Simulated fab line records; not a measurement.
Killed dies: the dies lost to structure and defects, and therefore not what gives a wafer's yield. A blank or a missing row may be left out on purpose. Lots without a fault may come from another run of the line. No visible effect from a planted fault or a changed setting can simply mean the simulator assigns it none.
A struck lot beside a sound one / flow n5 finfet / 38 steps out of a route of 1938
Sound: these wafers, L563.1, L563.3, L563.4. Wafers struck: L568.2, L568.4, L568.5. The cause is given at the end.
For every step that has rows: the tool of each side, followed by ch and its chambers, followed by its first start. Under that, the readings that differ: sound wafers / struck wafers / difference of the means / sigmas: that difference in standard deviations of wafers without a fault.
alike: readings whose means differ by less than 2 such deviations, and words and numbers that are the same on both sides. not compared: withheld readings, readings that some wafer has no value for, bounds like >300 that may hide the same value, and numbers for which the record gives no deviation and whose values overlap.
Wherever a step has rows on one side only, a row that says differs or no value, or a row with sigmas, the two part there. When numbers do not overlap yet have no deviation, they are printed without sigmas and do not part them. A reading that every wafer of one side lacks parts them only if that side has two wafers or more.

first, 11 steps without rows for these wafers: N5_MOL_CONTACT_COAG_ETCH_106 (etches SOC in N2/H2, target depth 80 nm, overetch 16 nm, time 120 s); N5_MOL_CONTACT_COAG_STRIP_107 (strips in N2/H2); N5_MOL_CONTACT_COAG_STRIP_108 (strips in N2/H2); N5_MOL_CONTACT_COAG_CONTACT_ETCH_14 (etches SiO2 in C4F6/O2, target depth 27.5 nm, overetch 8.5 nm, time 20 s); N5_MOL_CONTACT_COAG_STRIP_109 (strips in C4F6/O2); N5_MOL_CONTACT_COAG_ETCH_15 (etches SiNx in CH3F/O2, stops on Si:P, target depth 7 nm); N5_MOL_CONTACT_COAG_ETCH_110 (etches Si in CF4/O2, target depth 2.5 nm, time 8 s); N5_MOL_CONTACT_COAG_STRIP_98 (strips in N2/H2); N5_MOL_CONTACT_COAG_IMPLANT_129; N5_MOL_CONTACT_COAG_PRECLEAN_111 (cleans in NF3:NH3, afs cycles 1, time 20 s, sublimation time 60 s); N5_MOL_CONTACT_COAG_TI_SIL_19 (material Ti, target thk 4.2 nm, time 15 s).
N5_MOL_CONTACT_COAG_ALD_20: deposits TiN, target thk 1.5 nm, pulse time 1 s, purge time 3 s.
  sound on ald metal-02 ch 1,2,3, day 5 09:54; struck on ald metal-03 ch 2,3, day 6 18:33
  alike: heater power w, precursor pulse height rel
then, 25 steps without rows for these wafers: N5_MOL_CONTACT_COAG_SIL_ANNEAL_21 (time 60 s); N5_MOL_CONTACT_COAG_PRE_CLEAN_141 (time 60 s); N5_MOL_CONTACT_COAG_SPUTTER_143 (material Co, target thk 2.5 nm); N5_MOL_CONTACT_COAG_CO_FILL_22 (material Co, precursor CCTBA/H2, target thk 20 nm); N5_MOL_CONTACT_COAG_ANNEAL_113 (time 300 s); N5_MOL_CONTACT_COAG_PRE_CLEAN_142 (time 60 s); N5_MOL_CONTACT_COAG_SPUTTER_130 (material Co, target thk 47.5 nm); N5_MOL_CONTACT_COAG_PRECLEAN_125 (cleans in DIW, time 57.5 s); N5_MOL_CONTACT_COAG_SRD_126 (dry time 32 s); N5_MOL_CONTACT_COAG_CMP_23 (polishes, stops on SiO2, t overpolish 1.5 s, target thk 0 nm); N5_MOL_CONTACT_COAG_WET_ETCH_26 (target Co, target depth 13 nm); N5_MOL_CONTACT_COAG_WET_ETCH_116 (etches the open film in SC1-inhibited, target depth 4.6 nm, rinse time 30 s); N5_MOL_CONTACT_COAG_ALD_27 (deposits SiOC, target thk 17 nm, pulse time 1.5 s, time 2720 s); N5_MOL_CONTACT_COAG_CMP_28 (polishes, stops on SiNx, t overpolish 0.85 s, target thk 14.522 nm); N5_MOL_CONTACT_COAG_ALD_123 (deposits SiNx, target thk 5 nm, pulse time 1 s, purge time 2 s); N5_MOL_CONTACT_COAG_PECVD_31 (deposits SiO2 from TEOS/O2, target thk 46 nm, time 8.9 s); N5_MOL_CONTACT_COAG_COAT_75 (time 60 s, resist thk 60 nm); N5_MOL_CONTACT_COAG_COAT_76 (time 60 s, resist thk 10 nm); N5_MOL_CONTACT_COAG_COAT_77 (time 60 s, resist thk 10 nm); N5_MOL_CONTACT_COAG_COAT_78 (resist thk 40 nm); N5_MOL_CONTACT_COAG_EBR_80; N5_MOL_CONTACT_COAG_SOFTBAKE_79 (time 60 s); N5_MOL_CONTACT_COAG_EXPOSE_81 (exposes mask VG, defocus 0 nm); N5_MOL_CONTACT_COAG_PEB_82 (peb time 60 s); N5_MOL_CONTACT_COAG_DEVELOP_83 (develop time 30 s).
-- record jumps: 7 days separate the struck wafers' starts on either side; left off in module MOL_CONTACT_COAG, taken up again in module PASSIVATION, whose first shown step is the route's number 1936 --
N5_PASSIVATION_PROBE_49:
  rows exist in the record for the struck wafers here (prober-01, day 14 04:05), but not for the sound ones

WHERE THEY PART
Only at N5_PASSIVATION_PROBE_49, as far as this record shows.

WHY: whatever the simulator had introduced
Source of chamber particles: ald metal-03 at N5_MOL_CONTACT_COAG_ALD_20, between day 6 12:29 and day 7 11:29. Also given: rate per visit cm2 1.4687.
